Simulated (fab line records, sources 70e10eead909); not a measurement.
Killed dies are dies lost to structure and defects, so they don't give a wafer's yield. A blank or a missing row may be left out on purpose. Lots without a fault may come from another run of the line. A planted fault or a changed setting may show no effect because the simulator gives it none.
Chamber matching | flow nand_harc | NHARC_A_M0_DESCUM_14 on rie_diel-10: 4 sister chambers
The step chemistry O2, time 3 s. 8 wafers are shown with their chamber, then 12 later ones without.

WAFERS WITH THEIR CHAMBER
wafer  | chamber | drypump_motor_current_A (A) | oes_product_au (a.u.)
L089.1 | 0       | 5.4                         | 1.003
L089.2 | 1       | 6.2                         | 0.991
L089.4 | 3       | 5.9                         | 0.987
L089.5 | 1       | 6.2                         | 1.002
L089.6 | 2       | 6.0                         | 0.999
L091.1 | 0       | 5.3                         | 1.003
L091.3 | 3       | 5.9                         | 0.988
L091.4 | 2       | 5.9                         | 1.003

WAFERS WITHOUT THEIR CHAMBER
wafer  | drypump_motor_current_A (A) | oes_product_au (a.u.)
L088.2 | 6.2                         | 1.011
L088.3 | 5.9                         | 0.997
L088.5 | 6.2                         | 1.006
L094.1 | 5.3                         | 1.005
L094.4 | 6.2                         | 1.016
L094.5 | 5.4                         | 1.016
L096.1 | 5.9                         | 0.986
L096.5 | 5.4                         | 0.995
L096.6 | 6.2                         | 1.006
L095.2 | 5.3                         | 0.997
L095.5 | 6.2                         | 1.009
L095.6 | 5.9                         | 0.991

WHICH CHAMBER EACH WENT THROUGH
wafer  | from the rows above     | in truth
L088.2 | 1                       | 1
L088.3 | can't be placed: 2 or 3 | 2
L088.5 | 1                       | 1
L094.1 | 0                       | 0
L094.4 | can't be placed: 1 or 2 | 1
L094.5 | 0                       | 0
L096.1 | 3                       | 3
L096.5 | 0                       | 0
L096.6 | 1                       | 1
L095.2 | 0                       | 0
L095.5 | 1                       | 1
L095.6 | can't be placed: 3 or 2 | 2
Placed correctly: 9 of 12. Can't be placed from these rows: 3 (the true chamber is among the candidates in 3). Placed wrongly: 0.
How it was worked out, from the rows above alone: a wafer's distance from a chamber is the root of the sum, over the readings, of the square of ((its reading less the chamber's mean) divided by the reading's scatter). The wafer belongs to the nearest chamber; if the next one is less than 2 further off, it can't be placed. A chamber's mean is the mean of its shown wafers. The scatter: the root of (the sum of the squares of (reading less its chamber's mean) over the shown wafers, divided by (wafers less chambers)).
